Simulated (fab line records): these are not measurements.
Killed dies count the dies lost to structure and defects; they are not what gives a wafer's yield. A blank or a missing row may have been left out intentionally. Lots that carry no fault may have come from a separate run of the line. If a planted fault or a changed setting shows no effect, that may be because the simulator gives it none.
A struck lot beside a sound one ; flow n5_finfet ; 15 steps out of a route of 1938
Sound: these wafers, L470.1, L470.2, L470.3. Struck: wafer L485.3. (L485.2, L485.6 of the same lot were not struck and are left out.) The cause comes at the end.
Order at every step that has rows: each side's tool, ch and its chambers, its first start. Under that, the readings that differ: sound wafers ; struck wafers ; difference of the means ; sigmas: that difference in standard deviations of wafers without a fault.
alike: readings whose means differ by less than 2 such deviations, and words and numbers that are the same on both sides. not compared: withheld readings, readings that some wafer has no value for, bounds like >300 that may hide the same value, and numbers for which the record gives no deviation and whose values overlap.
The two part at a step that has a row with sigmas, a row that says differs or no value, or rows on one side only. Numbers that have no deviation but don't overlap get no sigmas and don't part them. Lack of a reading on every wafer of one side parts them only where that side has two or more wafers.

N5_BEOL_M10_CD_MEAS_28 targets a cd of 70 nm.
  sound on cd_sem-03 ch 0, day 11 23:11; struck on cd_sem-02 ch 0, day 16 06:52
  alike: cd_nm
N5_BEOL_M10_OVL_MEAS_29:
  sound on overlay-02 ch 0, day 11 23:13; struck on overlay-01 ch 0, day 16 06:54
  alike: V9_OVL
N5_BEOL_M10_INSPECT_30: inspects for defects (brightfield).
  sound on defect_inspect-01, day 11 23:14; struck on defect_inspect-02, day 16 06:55
  alike: raw_defect_count
N5_BEOL_M10_DESCUM_33: chemistry O2, time 7.9 s.
  sound on rie_diel-02 ch 0,1,3, day 11 23:40; struck on rie_diel-04 ch 1, day 16 06:57
  alike: drypump_motor_current_A, oes_product_au, rf_vpp_V, showerhead_plenum_p_Torr, throttle_valve_pct
  not compared: rf_hours_counter_h
N5_BEOL_M10_ETCH_65: etches SiARC in CF4, target depth 39 nm, time 65 s.
  sound on rie_diel-02 ch 0,1,3, day 11 23:42; struck on rie_diel-04 ch 1, day 16 06:59
  alike: drypump_motor_current_A, etch_rf_on_time_s, oes_product_au, rf_vpp_V, showerhead_plenum_p_Torr, throttle_valve_pct
  not compared: rf_hours_counter_h
N5_BEOL_M10_ETCH_66: etches SOC in N2/H2, target depth 120 nm, overetch 24 nm, time 180 s.
  sound on rie_diel-02 ch 0,1,3, day 11 23:45; struck on rie_diel-04 ch 1, day 16 07:02
  alike: drypump_motor_current_A, oes_product_au, rf_vpp_V, showerhead_plenum_p_Torr, throttle_valve_pct
  not compared: rf_hours_counter_h
then, 4 steps without rows for these wafers: N5_BEOL_M10_STRIP_69 (strips in N2/H2); N5_BEOL_M10_VIA_ETCH_34 (etches SiCOH lowk in C4F6/O2, target depth 184.5 nm, time 69.2 s); N5_BEOL_M10_STRIP_73 (strips in C4F6/O2); N5_BEOL_M10_STRIP_36 (strips in N2/H2).
N5_BEOL_M10_TRENCH_ETCH_37: etches SiCOH lowk in C4F6/O2, target depth 148.83 nm, time 48 s.
  sound on rie_diel-02 ch 0,1,3; struck on rie_diel-04 ch 1
  alike: drypump_motor_current_A, oes_product_au, rf_vpp_V, showerhead_plenum_p_Torr, throttle_valve_pct
  not compared: rf_hours_counter_h
N5_BEOL_M10_ETCH_41: etches SiCN in CH3F/O2, target depth 42.6 nm, time 86 s.
  sound on rie_diel-02 ch 0,1,3; struck on rie_diel-04 ch 1
  alike: drypump_motor_current_A, oes_product_au, rf_vpp_V, showerhead_plenum_p_Torr, throttle_valve_pct
  not compared: rf_hours_counter_h
N5_BEOL_M10_STRIP_77: strips in N2/H2, time 10 s.
  sound on rie_diel-02 ch 0,1,3, day 12 00:05; struck on rie_diel-04 ch 1, day 16 07:22
reading;sound;struck;difference;sigmas
chamber_pressure_mTorr (mTorr);20.015 20.012 20.005;25.973;+5.962;+99 or more
  alike: drypump_motor_current_A, oes_product_au, rf_vpp_V, showerhead_plenum_p_Torr, throttle_valve_pct
  not compared: rf_hours_counter_h
N5_BEOL_M10_OCD_MEAS_38:
  sound on ocd-02, day 12 00:10; struck on ocd-01, day 16 07:27
  alike: trench_depth_nm
-- the record jumps here: 2 days lie between the struck wafers' starts before and after (it left off in module BEOL_M10 and takes up again in module PASSIVATION, whose first step shown is number 1936 of the route) --
N5_PASSIVATION_PROBE_49:
  sound on prober-02, day 14 02:22; struck on prober-01, day 18 13:55
  alike: defect_limited_yield, killed_at_M0_to_M3, killed_at_M4_up, killed_at_contacts, killed_at_front_end, killed_at_other, killed_dies, killed_open, killed_short, sort_bin_5_function, sort_bin_6_memory, sort_bin_8_speed, sort_n_pass, sort_yield_pct

WHERE THEY PART
Only at N5_BEOL_M10_STRIP_77, as far as this record shows. Later steps at which nothing parts them and some readings are alike: N5_BEOL_M10_OCD_MEAS_38, N5_PASSIVATION_PROBE_49.

WHY: whatever the simulator had introduced
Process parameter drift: rie_diel-04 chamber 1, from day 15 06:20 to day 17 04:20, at N5_BEOL_M10_STRIP_77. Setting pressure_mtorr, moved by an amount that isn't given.
